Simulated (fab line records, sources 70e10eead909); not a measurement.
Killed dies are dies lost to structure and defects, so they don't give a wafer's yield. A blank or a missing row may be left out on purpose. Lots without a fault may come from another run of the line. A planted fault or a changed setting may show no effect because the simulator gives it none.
fab line records | flow nand_harc
record lots=13 wafers=39 last_day=24
route steps=1159 shown P_GATE@175 P_CONTACT@236 P_M0@268 END@1159
lots that met no fault: from a run of the same line without faults
start_h: hours from the record's first day to the start of the lot's first wafer shown | wait_h: hours since the lot's step before | " the same as in the row above | L1.1+2: a row that stands for several wafers | - no value, or no start given | * or withheld: withheld | < > ~ a bound
route shown NAME@n: a module of which the file shows steps, and the number in the route of the first | usual: mean/standard deviation of fault-free wafers | same: alike in all rows | chamber/n: place in a boat | sites: the reading at each site | _std_site: their standard deviation | _edge_site: outer sites' mean less inner sites' | radius_mm: how far each site lies from the wafer's centre | mask NAME#n: copy n | behind: the tool/chamber that last shaped the wafer | hold: why the lot was held/for how many hours/how that ended | device: the transistor (n, p or np) that didn't switch | end of line: the same wafers' tests at the end of the route | a step without rows: its recipe alone | killed: dies lost to structure and defects at the first sort, not the wafer's yield | map: a wafer's dies, x killed, . not, _ none there
set.NAME: the setting as run; set.NAME@STEP: as run at that earlier step | model.NAME: the simulator's own value behind a step, which no gauge read
steps of the route over a sample of lots; a table a step, a row a wafer
services: from which hour (start_h, from the record's first day; less than 0 if before it) a tool's chamber was out of use, for how many hours, and why
## steps
# step NHARC_P_GATE_STRIP_75
# recipe power_w=1500 temp_c=250 chemistry=O2
# usual drypump_motor_current_A=6.2/0.33 heater_power_w=317/39
# columns lot.wafer tool chamber start_h wait_h drypump_motor_current_A heater_power_w rf_hours_counter_h
L960.1 plasma_asher-02 1 100.83 0.2 6.1 313 28
L960.2 " 0 " " 5.7 273 28
L960.5 " 1 " " 6.1 310 -
L961.2 plasma_asher-02 0 103.57 0.2 5.7 274 31
L961.3 " 0 " " 5.7 266 -
L961.5 " 0 " " 5.7 276 -
L962.2 plasma_asher-02 1 116.56 0.2 6.1 301 36
L962.4 " 0 " " 5.7 262 -
L962.5 " 0 " " 5.7 264 -
L963.3 plasma_asher-01 0 116.78 0.2 6.5 375 -
L963.4 " 1 " " 6.5 332 -
L963.6 " 0 " " 6.4 376 -
L965.2 plasma_asher-01 0 134.26 0.3 6.5 364 7
L965.3 " 0 " " 6.5 368 -
L965.6 " 0 " " 6.4 377 -
L967.1 plasma_asher-02 0 137.11 0.3 5.7 263 45
L967.2 " 1 " " 6.1 303 45
L967.4 " 1 " " 6.1 314 -
L966.2 plasma_asher-02 0 137.85 0.2 5.7 276 45
L966.4 " 1 " " 6.1 311 -
L966.6 " 0 " " 5.7 273 -
L970.2 plasma_asher-02 0 154.52 0.3 5.7 268 51
L970.1 " 1 " " 6.1 320 51
L970.6 " 0 " " 5.7 272 -
L968.1 plasma_asher-02 0 156.25 0.2 5.7 268 52
L968.3 " 0 " " 5.7 268 -
L968.5 " 1 " " 6.1 310 -
L973.2 plasma_asher-01 1 180.77 0.2 6.5 332 22
L973.4 " 0 " " 6.4 359 -
L973.5 " 1 " " 6.5 331 -
L977.1 plasma_asher-01 0 205.97 0.3 6.5 374 34
L977.4 " 0 " " 6.5 381 -
L977.6 " 1 " " 6.5 331 -
L978.1 plasma_asher-02 1 210.56 0.3 6.1 289 6
L978.4 " 1 " " 6.1 285 -
L978.3 " 0 " " 5.7 282 -
L981.1 plasma_asher-02 0 224.75 0.2 5.7 277 11
L981.3 " 1 " " 6.1 290 -
L981.6 " 0 " " 5.7 269 -
# step NHARC_P_GATE_INSPECT_68
# usual raw_defect_count=198/72
# columns lot.wafer tool chamber start_h wait_h raw_defect_count
L960.1 defect_inspect-02 - 107.62 0.2 257
L960.2 " - " " 213
L960.5 " - " " 269
L961.2 defect_inspect-02 - 110.19 0.1 428
L961.3 " - " " 104
L961.5 " - " " 166
L962.2 defect_inspect-02 - 122.17 0.1 88
L962.4 " - " " 93
L962.5 " - " " 96
L963.3 defect_inspect-01 - 122.97 0.1 125
L963.4 " - " " 193
L963.6 " - " " 177
L965.2 defect_inspect-01 - 140.23 0.1 378
L965.3 " - " " 254
L965.6 " - " " 215
L967.1 defect_inspect-02 - 142.82 0.2 184
L967.2 " - " " 117
L967.4 " - " " 187
L966.2 defect_inspect-02 - 143.71 0.1 155
L966.4 " - " " 260
L966.6 " - " " 286
L970.1 defect_inspect-01 - 160.38 0.2 210
L970.2 " - " " 173
L970.6 " - " " 216
L968.1 defect_inspect-02 - 162.19 0.2 310
L968.3 " - " " 248
L968.5 " - " " 340
L973.2 defect_inspect-02 - 187.06 0.1 136
L973.4 " - " " 140
L973.5 " - " " 167
L977.1 defect_inspect-01 - 211.82 0.2 164
L977.4 " - " " 130
L977.6 " - " " 224
L978.1 defect_inspect-01 - 216.17 0.2 586
L978.3 " - " " 268
L978.4 " - " " 621
L981.1 defect_inspect-01 - 230.37 0.2 126
L981.3 " - " " 658
L981.6 " - " " 175
# step NHARC_P_CONTACT_ETCH_35
# recipe target_depth_a=390 over_etch_frac=0.3 time_s=65 ion_energy_ev=80 cf4_flow_sccm=150 ar_flow_sccm=0 rf_w=300 bias_w=100 chemistry=CF4
# usual bias_w=100.00/0.28 drypump_motor_current_A=5.8/0.6 oes_product_au=0.999/0.011 rf_vpp_V=151.5/1.2 showerhead_plenum_p_Torr=1.78/0.067 throttle_valve_pct=13.284/0.0098
# columns lot.wafer tool chamber start_h wait_h bias_w drypump_motor_current_A oes_product_au rf_hours_counter_h rf_vpp_V showerhead_plenum_p_Torr throttle_valve_pct
L960.2 rie_diel-08 0 109.51 0.1 100.27 5.9 0.997 14 153.1 1.83 13.303
L960.1 " 3 " " 99.65 6.3 1.024 15 152.4 1.85 13.283
L960.5 " 0 " " 99.98 5.9 1.007 - 151.2 1.83 13.290
L961.3 rie_diel-02 2 111.99 0.1 100.10 6.2 1.003 11 152.6 1.87 13.273
L961.2 " 3 " " 100.28 6.6 0.987 12 151.8 1.82 13.287
L961.5 " 1 " " 100.05 5.2 1.027 - 152.0 1.84 13.284
L962.4 rie_diel-05 2 124.40 0.1 100.14 6.1 0.993 47 150.3 1.71 13.290
L962.2 " 0 " " 100.30 4.8 0.996 44 151.7 1.76 13.291
L962.5 " 2 " " 100.37 6.1 0.991 - 149.6 1.71 13.275
L963.4 rie_diel-02 2 124.90 0.1 99.85 6.2 1.007 12 152.0 1.87 13.282
L963.3 " 3 " " 100.07 6.6 0.984 13 153.8 1.82 13.303
L963.6 " 2 " " 100.06 6.2 1.012 - 152.6 1.87 13.278
L965.3 rie_diel-02 2 142.12 0.1 100.15 6.2 1.008 14 154.1 1.87 13.285
L965.2 " 0 " " 99.79 5.0 1.010 16 151.5 1.68 13.287
L965.6 " 2 " " 99.46 6.2 1.006 - 152.1 1.87 13.287
L967.1 rie_diel-08 1 144.58 0.1 99.88 5.1 1.003 1 150.7 1.76 13.277
L967.2 " 2 " " 99.99 6.3 0.984 1 150.9 1.72 13.279
L967.4 " 3 " " 99.96 6.3 0.992 1 152.1 1.85 13.270
L966.4 rie_diel-08 3 145.61 0.1 100.13 6.3 0.992 1 152.4 1.85 13.288
L966.2 " 2 " " 100.11 6.3 0.995 1 150.4 1.72 13.265
L966.6 " 3 " " 100.01 6.3 0.996 - 150.4 1.85 13.274
L970.2 rie_diel-05 3 162.13 0.1 99.84 6.5 1.010 60 151.0 1.66 13.288
L970.1 " 2 " " 100.17 6.1 0.982 61 148.7 1.70 13.279
L970.6 " 3 " " 100.38 6.5 1.009 - 151.6 1.66 13.295
L968.1 rie_diel-02 3 164.08 0.1 100.07 6.6 0.987 0 152.5 1.81 13.280
L968.3 " 1 " " 100.36 5.2 1.002 0 154.0 1.84 13.297
L968.5 " 2 " " 100.38 6.2 0.993 - 152.7 1.87 13.283
L973.4 rie_diel-02 1 188.96 0.1 99.78 5.2 1.006 3 150.7 1.84 13.279
L973.2 " 2 " " 100.26 6.2 0.996 3 152.6 1.87 13.302
L973.5 " 3 " " 99.91 6.6 0.996 - 151.1 1.81 13.276
L977.1 rie_diel-08 2 213.70 0.1 99.50 6.3 0.978 8 151.9 1.72 13.296
L977.4 " 3 " " 99.72 6.2 1.002 7 152.1 1.85 13.281
L977.6 " 1 " " 99.32 5.1 1.004 - 150.5 1.75 13.277
L978.4 rie_diel-08 0 217.96 0.1 100.20 5.9 0.988 8 151.9 1.82 13.288
L978.1 " 1 " " 99.71 5.1 1.015 9 150.9 1.75 13.274
L978.3 " 2 " " 99.77 6.3 0.986 9 149.5 1.72 13.285
L981.3 rie_diel-08 3 232.28 0.1 99.39 6.3 0.998 9 153.0 1.85 13.300
L981.1 " 2 " " 99.88 6.3 0.985 10 149.4 1.72 13.289
L981.6 " 2 " " 99.67 6.3 0.978 - 151.7 1.72 13.286
# step NHARC_P_M0_ETCH_15
# recipe target_depth_a=1500 overetch_a=150 time_s=82.5 c4f8_flow_sccm=withheld ar_flow_sccm=400 rf_w=600 bias_w=300 chemistry=C4F8/Ar
# usual bias_w=300.0/0.93 oes_product_au=0.965/0.022 rf_vpp_V=441.0/2.4
# columns lot.wafer tool chamber start_h wait_h bias_w oes_product_au rf_hours_counter_h rf_vpp_V
L960.1 rie_diel-07 0 - - 298.8 0.980 4 437.1
L960.2 " 2 " " 299.4 0.988 5 443.1
L960.5 " 1 " " 301.2 0.942 - 441.3
L961.2 rie_diel-07 1 - - 301.0 0.944 5 439.1
L961.3 " 2 " " 301.0 0.977 5 441.2
L961.5 " 3 " " 299.5 0.978 - 442.5
L962.4 rie_diel-07 3 - - 299.3 0.978 5 442.1
L962.2 " 2 " " 299.2 0.989 5 443.8
L962.5 " 3 " " 300.4 0.966 - 440.3
L963.3 rie_diel-07 3 - - 300.5 0.958 5 441.9
L963.4 " 2 " " 298.8 0.988 6 443.1
L963.6 " 3 " " 300.4 0.958 - 440.4
L965.2 rie_diel-07 1 - - 301.1 0.945 6 439.4
L965.3 " 2 " " 299.4 0.976 6 443.2
L965.6 " 3 " " 301.2 0.956 - 442.1
L966.4 rie_diel-07 1 - - 301.1 0.969 6 440.5
L966.2 " 0 " " 300.1 0.992 5 439.0
L966.6 " 1 " " 301.9 0.965 - 440.3
L967.2 rie_diel-13 0 - - 301.8 0.977 3 444.2
L967.4 " 1 " " 299.9 0.971 3 445.2
L967.1 " 2 " " 302.0 0.946 4 444.5
L970.1 rie_diel-13 1 - - 299.0 0.971 4 445.2
L970.2 " 3 " " 300.0 0.965 4 437.3
L970.6 " 1 " " 300.3 0.961 - 443.6
L968.1 rie_diel-06 2 - - 298.5 0.977 6 441.8
L968.3 " 0 " " 300.4 0.979 6 437.4
L968.5 " 2 " " 299.6 0.979 - 442.1
L973.2 rie_diel-13 0 - - 299.5 0.982 5 443.2
L973.4 " 1 " " 300.6 0.986 6 444.5
L973.5 " 0 " " 299.8 0.981 - 442.5
L977.1 rie_diel-06 3 - - 298.8 0.955 10 442.3
L977.6 " 2 " " 299.2 0.985 - 443.9
L977.4 " 3 " " 300.4 0.953 - 442.5
L978.3 rie_diel-07 1 - - 298.7 0.915 11 439.7
L978.1 " 3 " " 300.7 0.914 12 442.1
L978.4 " 0 " " 300.3 0.976 10 437.5
L981.1 rie_diel-07 2 - - 300.2 1.009 1 442.8
L981.3 " 0 " " 299.4 0.960 1 436.3
L981.6 " 3 " " 300.2 0.951 - 441.4
# step NHARC_END_SORT_01
# recipe temp_c=25
# usual killed_at_array=25/10 killed_at_other=0.6/0.91 killed_at_periphery=3.6/2.9 killed_dies=29/10 killed_open=3.3/2 killed_short=1.9/1.5
# same gross_dies=677
# columns lot.wafer tool chamber start_h wait_h killed_at_array killed_at_other killed_at_periphery killed_dies killed_open killed_short
L978.1 prober-02 0 548.38 2.5 59 1 33 93 5 1
L978.3 prober-02 0 550.00 3.1 41 0 0 41 5 1
L978.4 prober-02 0 550.81 3.4 32 1 29 62 2 2
L981.1 prober-01 0 573.20 2.5 14 0 8 22 4 0
L981.3 prober-01 0 574.81 3.1 13 0 32 45 5 2
L981.6 prober-01 0 577.22 4.0 14 0 8 22 4 3
# killed by level:class
L978.1 P_GATE:unspecified=32 A_CHANNEL_HOLE_D1:chamber_film_flake=26 A_SLIT:chamber_film_flake=18 A_STAIRCASE:chamber_film_flake=8 A_CONTACT:geometric_particle:open=2 A_CONTACT:chamber_film_flake=2 P_M1:geometric_particle:open=1 A_BLC:geometric_particle:open=1
L978.3 A_SLIT:chamber_film_flake=13 A_CHANNEL_HOLE_D1:chamber_film_flake=10 A_STAIRCASE:chamber_film_flake=10 A_M1:geometric_particle:open=2 A_CONTACT:chamber_film_flake=2 A_ONON_D1:geometric_particle:open=1 A_SLIT:geometric_particle:open=1 A_BLC:geometric_particle:short=1
L978.4 P_GATE:unspecified=29 A_CHANNEL_HOLE_D1:chamber_film_flake=12 A_SLIT:chamber_film_flake=10 A_STAIRCASE:chamber_film_flake=5 A_CONTACT:chamber_film_flake=2 A_ONON_D1:geometric_particle:short=1 A_ONON_D1:geometric_particle:open=1 A_SGD_CUT:geometric_particle:short=1
L981.1 A_CHANNEL_HOLE_D1:chamber_film_flake=8 P_GATE:chamber_film_flake=5 A_STAIRCASE:chamber_film_flake=2 A_WL_FILL:chamber_film_flake=2 P_CONTACT:geometric_particle:open=1 P_M0:geometric_particle:open=1 A_CHANNEL_FILL_D1:geometric_particle:open=1 A_SGD_CUT:geometric_particle:open=1
L981.3 P_GATE:unspecified=28 A_CHANNEL_HOLE_D1:chamber_film_flake=5 A_CONTACT:chamber_film_flake=2 P_M0:geometric_particle:open=1 P_M2:geometric_particle:open=1 A_SOURCE_PLATE:geometric_particle:short=1 A_ONON_D1:geometric_particle:short=1 A_CONTACT:geometric_particle:open=1
L981.6 A_CHANNEL_HOLE_D1:chamber_film_flake=5 A_CONTACT:chamber_film_flake=3 P_ZERO_WELL:chamber_film_flake=2 P_GATE:chamber_film_flake=2 A_STAIRCASE:chamber_film_flake=2 P_GATE:geometric_particle:short=1 P_CONTACT:geometric_particle:open=1 P_M0:geometric_particle:short=1
## services
# columns tool chamber start_h hours kind
rie_diel-07 - 85.47 0.1 repair
rie_diel-07 1 97.41 5.3 repair
plasma_asher-01 - 99.00 9.0 pm
rie_diel-07 0 101.55 6.7 repair
rie_diel-08 1 108.66 7.9 repair
rie_diel-08 3 109.85 9.1 repair
rie_diel-07 0 121.08 6.4 repair
plasma_asher-01 - 123.99 6.7 repair
rie_diel-08 - 124.80 9.0 pm
rie_diel-08 1 134.74 5.1 repair
rie_diel-08 - 140.42 0.7 repair
rie_diel-07 0 141.76 7.9 repair
rie_diel-02 - 150.70 9.0 pm
rie_diel-08 2 160.91 5.5 repair
rie_diel-07 3 166.19 1.4 repair
rie_diel-02 3 171.82 4.8 repair
rie_diel-02 2 179.85 2.3 repair
plasma_asher-02 - 183.02 9.0 pm
plasma_asher-01 - 187.74 3.9 repair
rie_diel-08 3 194.34 1.6 repair
rie_diel-07 0 205.01 4.2 repair
rie_diel-07 - 228.20 9.0 pm
rie_diel-08 0 231.52 3.8 repair
rie_diel-08 3 241.07 3.1 repair
## key
first_sign step=NHARC_P_GATE_INSPECT_68 reading=raw_defect_count direction=up sigmas=5.9 usual=198 struck=622
effect step=NHARC_END_SORT_01 reading=killed_at_periphery direction=up sigmas=9.6 usual=3.6 struck=31.3
more_kills_born_at NHARC_P_GATE_STRIP_75@plasma_asher-02=89
met_at NHARC_P_GATE_STRIP_75
struck_lots L978,L981
struck_wafers L978.1,L978.4,L981.3
tester_left_out L978,L981
not_acting_at NHARC_P_CONTACT_ETCH_35,NHARC_P_M0_ETCH_15
onset_between 156.25 210.56
fault kind=chamber_particle_source tool=plasma_asher-02 chamber=1 onset_h=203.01 steps=NHARC_P_GATE_STRIP_75 rate_per_visit_cm2=0.74449 end_h=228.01
# tester_left_out: of these lots the tester's yield and bins aren't shown, on N5 and GAA mostly nor the transistor test; their killed dies are dies lost to structure and defects alone, not to doping, threshold or leakage, so they don't give the yield
